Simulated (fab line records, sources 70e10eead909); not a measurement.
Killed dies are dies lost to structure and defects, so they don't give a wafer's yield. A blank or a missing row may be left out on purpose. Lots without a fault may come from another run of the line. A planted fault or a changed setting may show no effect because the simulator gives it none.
fab line records | flow nand_harc
record lots=7 wafers=21 last_day=32
route steps=1302 shown A_STAIRCASE@829
lots that met no fault: from a run of the same line without faults
start_h: hours from the record's first day to the start of the lot's first wafer shown | wait_h: hours since the lot's step before | " the same as in the row above | L1.1+2: a row that stands for several wafers | - no value, or no start given | * or withheld: withheld | < > ~ a bound
route shown NAME@n: a module of which the file shows steps, and the number in the route of the first | usual: mean/standard deviation of fault-free wafers | same: alike in all rows | chamber/n: place in a boat | sites: the reading at each site | _std_site: their standard deviation | _edge_site: outer sites' mean less inner sites' | radius_mm: how far each site lies from the wafer's centre | mask NAME#n: copy n | behind: the tool/chamber that last shaped the wafer | hold: why the lot was held/for how many hours/how that ended | device: the transistor (n, p or np) that didn't switch | end of line: the same wafers' tests at the end of the route | a step without rows: its recipe alone | killed: dies lost to structure and defects at the first sort, not the wafer's yield | map: a wafer's dies, x killed, . not, _ none there
set.NAME: the setting as run; set.NAME@STEP: as run at that earlier step | model.NAME: the simulator's own value behind a step, which no gauge read
lots at some steps of the route; a table a step, a row a wafer
services: from which hour (start_h, from the record's first day; less than 0 if before it) a tool's chamber was out of use, for how many hours, and why
## steps
# step NHARC_A_STAIRCASE_HARDBAKE_311
# recipe temp_c=120 time_s=140
# step NHARC_A_STAIRCASE_DESCUM_312
# recipe time_s=3 o2_flow_sccm=200 ar_flow_sccm=0 bias_power_w=0 chemistry=O2
# step NHARC_A_STAIRCASE_ETCH_313
# recipe cf4_flow_sccm=100 chf3_flow_sccm=30 ar_flow_sccm=0 rf_w=500 bias_w=200 chemistry=CF4/CHF3
# step NHARC_A_STAIRCASE_HM_OPEN_463
# recipe o2_flow_sccm=400 cos_flow_sccm=20 ar_flow_sccm=0 rf_w=500 bias_w=300 chemistry=O2/COS
# usual bias_w=300.1/0.86 drypump_motor_current_A=5.6/0.59 oes_product_au=0.999/0.01 rf_vpp_V=467.8/2.7 showerhead_plenum_p_Torr=3.15/0.12 throttle_valve_pct=28.329/0.01
# columns lot.wafer tool chamber start_h wait_h bias_w drypump_motor_current_A oes_product_au rf_hours_counter_h rf_vpp_V showerhead_plenum_p_Torr throttle_valve_pct
L942.4 rie_diel-02 0 - - 299.3 6.7 1.017 46 472.8 3.33 28.322
L942.5 " 1 " " 300.8 6.3 1.002 - 469.5 3.18 28.326
L942.6 " 2 " " 299.6 5.7 0.988 - 468.2 3.18 28.348
L945.3 rie_diel-02 1 - - 299.6 6.4 0.988 6 469.7 3.18 28.341
L945.1 " 2 " " 299.5 5.7 0.988 5 468.5 3.18 28.310
L945.2 " 3 " " 299.0 5.0 1.000 5 464.0 2.99 28.329
L951.2 rie_diel-02 1 - - 300.6 6.3 0.985 24 467.8 3.17 28.332
L951.3 " 2 " " 301.0 5.7 0.997 19 468.8 3.17 28.333
L951.4 " 0 " " 300.5 6.8 1.014 27 471.1 3.31 28.332
L952.2 rie_diel-02 2 - - 298.5 5.7 0.994 20 468.7 3.17 28.310
L952.4 " 0 " " 298.6 6.7 1.005 28 471.7 3.31 28.335
L952.5 " 2 " " 299.2 5.7 0.990 - 468.6 3.17 28.339
L954.2 rie_diel-08 1 - - 300.6 5.6 1.002 42 471.5 3.32 28.319
L954.3 " 3 " " 299.0 4.8 0.997 43 466.3 3.08 28.317
L954.1 " 0 " " 299.8 5.6 1.006 46 464.1 3.00 28.337
L960.3 rie_diel-08 1 - - 301.5 5.7 0.984 3 469.2 3.32 28.344
L960.6 " 0 " " 299.7 5.6 1.013 - 464.6 2.99 28.323
L960.5 " 1 " " 300.2 5.6 1.000 - 470.9 3.32 28.310
L963.3 rie_diel-09 1 - - 299.6 6.2 0.989 13 466.9 3.07 28.347
L963.1 " 2 " " 300.3 5.0 1.002 38 470.9 3.35 28.339
L963.6 " 3 " " 299.4 4.7 1.011 - 467.3 3.10 28.338
# step NHARC_A_STAIRCASE_STRIP_464
# recipe o2_flow_sccm=400 cos_flow_sccm=20 ar_flow_sccm=0 bias_w=0 chemistry=O2/COS
# step NHARC_A_STAIRCASE_ETCH_453
# recipe target_depth_a=300 overetch_a=30 time_s=16.5 ion_energy_ev=100 cf4_flow_sccm=80 o2_flow_sccm=20 ar_flow_sccm=0 rf_w=300 bias_w=100 chemistry=CF4/O2
# usual bias_w=100.02/0.29 drypump_motor_current_A=5.6/0.63 oes_f_703_au=1.000/0.0044 oes_product_au=0.999/0.01 rf_vpp_V=198.1/1.4 showerhead_plenum_p_Torr=1.35/0.055 throttle_valve_pct=13.397/0.0082
# columns lot.wafer tool chamber start_h wait_h bias_w drypump_motor_current_A oes_f_703_au oes_product_au rf_hours_counter_h rf_vpp_V showerhead_plenum_p_Torr throttle_valve_pct
L942.4 rie_diel-02 3 - - 100.28 4.9 1.004 1.003 48 198.0 1.28 13.399
L942.6 " 0 " " 99.98 6.7 0.993 0.999 - 199.1 1.43 13.387
L942.5 " 1 " " 100.79 6.3 1.000 1.006 - 197.8 1.36 13.400
L945.2 rie_diel-02 2 - - 100.26 5.7 1.003 0.998 5 198.1 1.36 13.414
L945.3 " 0 " " 100.10 6.7 1.004 1.018 5 198.9 1.42 13.398
L945.1 " 1 " " 100.18 6.3 1.004 1.001 6 199.0 1.36 13.395
L951.3 rie_diel-02 3 - - 99.79 4.9 1.001 0.983 27 197.1 1.27 13.378
L951.4 " 0 " " 100.44 6.7 0.998 1.018 27 200.4 1.42 13.386
L951.2 " 1 " " 100.40 6.3 1.002 0.984 25 198.0 1.36 13.390
L952.4 rie_diel-02 0 - - 100.31 6.7 1.001 1.018 28 200.8 1.42 13.400
L952.2 " 1 " " 100.43 6.3 0.997 0.988 26 198.4 1.36 13.406
L952.5 " 3 " " 99.78 4.9 1.000 1.003 - 197.0 1.27 13.404
L954.1 rie_diel-08 3 - - 99.72 4.9 0.992 1.005 43 196.7 1.32 13.403
L954.3 " 0 " " 100.27 5.6 1.002 1.007 46 196.9 1.28 13.405
L954.2 " 1 " " 100.58 5.6 1.005 1.009 42 200.5 1.42 13.408
L960.3 rie_diel-08 1 - - 100.03 5.6 1.001 1.000 3 199.1 1.42 13.396
L960.6 " 0 " " 99.67 5.5 1.003 1.009 - 196.7 1.28 13.416
L960.5 " 1 " " 99.96 5.6 0.992 1.003 - 199.4 1.42 13.392
L963.1 rie_diel-09 0 - - 99.54 6.1 1.002 0.993 34 198.6 1.40 13.401
L963.3 " 1 " " 99.75 6.2 1.000 0.980 13 196.8 1.31 13.402
L963.6 " 1 " " 99.91 6.2 1.008 0.986 - 198.6 1.31 13.404
# step NHARC_A_STAIRCASE_ETCH_315
# recipe target_depth_a=25000 time_s=607.1 ion_energy_ev=800 c4f8_flow_sccm=80 o2_flow_sccm=60 ar_flow_sccm=withheld rf_w=600 bias_w=3000 chemistry=C4F8/O2/Ar
# usual bias_w=2999/9.3 oes_product_au=0.931/0.011 rf_vpp_V=1830/10
# columns lot.wafer tool chamber start_h wait_h bias_w oes_product_au rf_hours_counter_h rf_vpp_V
L942.4 rie_diel-02 1 - - 3005 0.931 56 1832
L942.6 " 2 " " 2992 0.922 - 1832
L942.5 " 3 " " 2992 0.939 - 1816
L945.1 rie_diel-02 0 - - 3003 0.950 6 1842
L945.3 " 1 " " 3000 0.924 6 1831
L945.2 " 2 " " 3000 0.925 5 1832
L951.4 rie_diel-02 0 - - 3009 0.935 28 1841
L951.2 " 1 " " 3004 0.911 25 1831
L951.3 " 2 " " 3006 0.919 20 1830
L952.2 rie_diel-02 3 - - 3007 0.928 28 1817
L952.4 " 2 " " 3009 0.922 20 1831
L952.5 " 3 " " 3009 0.928 - 1815
L954.1 rie_diel-08 0 - - 2998 0.933 46 1816
L954.3 " 1 " " 2995 0.932 42 1844
L954.2 " 2 " " 2974 0.937 42 1825
L960.3 rie_diel-08 2 - - 3003 0.932 10 1822
L960.6 " 2 " " 2997 0.932 - 1824
L960.5 " 3 " " 3021 0.944 - 1822
L963.1 rie_diel-09 0 - - 2994 0.913 34 1839
L963.3 " 2 " " 3003 0.925 38 1845
L963.6 " 3 " " 3006 0.931 - 1825
# step NHARC_A_STAIRCASE_STRIP_316
# recipe o2_flow_sccm=500 ar_flow_sccm=0 bias_w=0 chemistry=O2
# usual drypump_motor_current_A=5.6/0.63 oes_product_au=1.000/0.011 rf_vpp_V=57.8/0.86 showerhead_plenum_p_Torr=3.56/0.14 throttle_valve_pct=17.036/0.0084
# same bias_w=0
# columns lot.wafer tool chamber start_h wait_h drypump_motor_current_A oes_product_au rf_hours_counter_h rf_vpp_V showerhead_plenum_p_Torr throttle_valve_pct
L942.4 rie_diel-02 3 - - 4.9 1.001 48 57.8 3.39 17.045
L942.5 " 2 " " 5.7 0.991 - 57.3 3.59 17.033
L942.6 " 3 " " 4.9 1.004 - 56.7 3.39 17.041
L945.1 rie_diel-02 0 - - 6.7 1.014 6 56.7 3.75 17.043
L945.3 " 1 " " 6.3 0.994 6 56.2 3.59 17.041
L945.2 " 3 " " 4.9 1.000 6 55.6 3.38 17.037
L951.3 rie_diel-02 3 - - 4.9 1.000 27 58.4 3.37 17.037
L951.2 " 0 " " 6.7 1.016 28 58.8 3.74 17.029
L951.4 " 1 " " 6.3 0.989 25 57.4 3.58 17.030
L952.2 rie_diel-02 0 - - 6.7 1.018 28 58.4 3.74 17.046
L952.4 " 1 " " 6.3 0.995 26 57.8 3.58 17.040
L952.5 " 2 " " 5.7 0.986 - 56.8 3.58 17.023
L954.3 rie_diel-08 2 - - 5.6 0.998 42 58.6 3.48 17.023
L954.2 " 3 " " 4.9 1.003 44 56.7 3.48 17.032
L954.1 " 0 " " 5.6 1.005 46 56.7 3.39 17.038
L960.3 rie_diel-08 2 - - 5.5 1.004 10 56.8 3.47 17.033
L960.6 " 0 " " 5.5 1.017 - 56.4 3.38 17.044
L960.5 " 1 " " 5.6 1.006 - 58.0 3.75 17.034
L963.1 rie_diel-09 1 - - 6.2 0.988 13 57.8 3.47 17.019
L963.3 " 0 " " 6.1 0.992 34 57.3 3.69 17.035
L963.6 " 2 " " 5.0 0.997 - 58.3 3.79 17.039
# step NHARC_A_STAIRCASE_STRIP_317
# recipe time_s=900 temp_c=130 chemistry=SPM
# step NHARC_A_STAIRCASE_PRECLEAN_318
# recipe time_s=* temp_c=50 bath_age_min=0 chemistry=SC1
# step NHARC_A_STAIRCASE_SRD_329
# step NHARC_A_STAIRCASE_ALD_415
# recipe target_thk_a=300 pulse_time_s=6 ald_cycles=300 temp_c=300 material=SiO2
# usual ald_cycles=300/0 heater_power_w=450/39 precursor_pulse_height_rel=0.998/0.02
# columns lot.wafer tool chamber start_h wait_h ald_cycles heater_power_w precursor_pulse_height_rel
L942.4 ald_hk-04 2 393.09 0.1 300 454 1.030
L942.6 " 2 " " 300 443 1.003
L942.5 " 3 " " 300 510 0.975
L945.2 ald_hk-01 0 422.38 0.1 300 470 0.994
L945.1 " 1 " " 300 448 0.998
L945.3 " 2 " " 300 474 0.989
L951.4 ald_hk-04 3 476.71 0.3 343 540 1.000
L951.3 " 0 " " 300 409 0.980
L951.2 " 1 " " 300 416 1.008
L952.2 ald_hk-04 3 479.22 0.1 300 539 1.004
L952.4 " 1 " " 343 411 1.029
L952.5 " 0 " " 300 415 0.953
L954.1 ald_hk-04 0 507.75 0.1 343 405 0.987
L954.2 " 1 " " 300 399 1.008
L954.3 " 2 " " 300 452 0.999
L960.3 ald_hk-04 3 581.53 0.1 300 545 1.014
L960.5 " 3 " " 300 536 0.985
L960.6 " 0 " " 300 415 0.994
L963.3 ald_hk-03 0 601.41 0.1 300 464 0.972
L963.1 " 2 " " 300 409 1.008
L963.6 " 1 " " 300 473 1.022
# step NHARC_A_STAIRCASE_ETCHBACK_416
# recipe target_depth_a=360 time_s=7.2 c4f8_flow_sccm=withheld o2_flow_sccm=8 ar_flow_sccm=withheld rf_w=600 bias_w=800 chemistry=C4F8/O2/Ar
# usual bias_w=800.0/2.4 oes_product_au=0.937/0.027 rf_vpp_V=724/4
# columns lot.wafer tool chamber start_h wait_h bias_w oes_product_au rf_hours_counter_h rf_vpp_V
L942.4 rie_diel-08 0 - - 797.8 0.915 6 721
L942.5 " 2 " " 801.6 0.920 - 723
L942.6 " 3 " " 804.4 0.930 - 722
L945.1 rie_diel-02 3 - - 795.5 0.939 6 718
L945.2 " 1 " " 804.5 0.925 7 726
L945.3 " 2 " " 802.2 0.928 6 726
L951.2 rie_diel-02 3 - - 798.6 0.914 28 719
L951.3 " 0 " " 802.4 0.929 28 729
L951.4 " 1 " " 801.0 0.914 26 724
L952.2 rie_diel-08 0 - - 799.9 0.930 38 720
L952.4 " 2 " " 803.1 0.932 33 722
L952.5 " 1 " " 798.2 0.927 - 728
L954.1 rie_diel-09 1 - - 798.3 0.981 0 721
L954.2 " 2 " " 800.6 0.978 0 731
L954.3 " 3 " " 803.0 1.015 0 723
L960.3 rie_diel-08 1 - - 798.8 0.911 4 730
L960.6 " 0 " " 798.6 0.930 - 719
L960.5 " 1 " " 793.6 0.922 - 729
L963.3 rie_diel-08 3 - - 798.8 0.944 14 722
L963.1 " 2 " " 802.7 0.921 15 722
L963.6 " 0 " " 801.6 0.937 - 721
## services
# columns tool chamber start_h hours kind
rie_diel-08 - 367.84 9.0 pm
rie_diel-02 0 372.91 - clean
rie_diel-02 1 372.91 - clean
rie_diel-02 2 372.91 - clean
rie_diel-02 3 372.91 - clean
ald_hk-03 - 375.61 2.3 repair
rie_diel-08 2 379.29 7.0 repair
ald_hk-03 - 391.01 10.0 pm
rie_diel-02 - 393.86 9.0 pm
rie_diel-02 0 393.86 9.0 vent_cycle
rie_diel-02 1 393.86 9.0 vent_cycle
rie_diel-08 1 401.22 6.6 repair
rie_diel-02 - 442.16 0.3 repair
rie_diel-09 3 451.33 8.9 repair
rie_diel-02 2 455.77 5.2 repair
rie_diel-08 0 465.72 2.6 repair
ald_hk-01 - 474.00 10.0 pm
rie_diel-09 - 497.17 9.0 pm
rie_diel-09 1 539.60 45.0 repair
rie_diel-08 - 544.89 9.0 pm
ald_hk-03 - 569.01 10.0 pm
rie_diel-08 - 569.67 0.4 repair
rie_diel-02 - 570.88 9.0 pm
rie_diel-09 0 589.90 6.2 repair
## key
first_sign step=NHARC_A_STAIRCASE_ALD_415 reading=ald_cycles direction=up sigmas=99+ usual=300 struck=343
effect none on later readings
met_at NHARC_A_STAIRCASE_ALD_415
struck_wafers L951.4,L952.4,L954.1
tester_left_out L951,L952,L954
fault kind=process_parameter_drift tool=ald_hk-04 chamber=- onset_h=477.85 steps=NHARC_A_STAIRCASE_ALD_415 channel=ald_cycles offset=43 shape=step end_h=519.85 scope=struck_wafers_only acts_in=these_recipes_only stated=300
# tester_left_out: of these lots the tester's yield and bins aren't shown, on N5 and GAA mostly nor the transistor test; their killed dies are dies lost to structure and defects alone, not to doping, threshold or leakage, so they don't give the yield
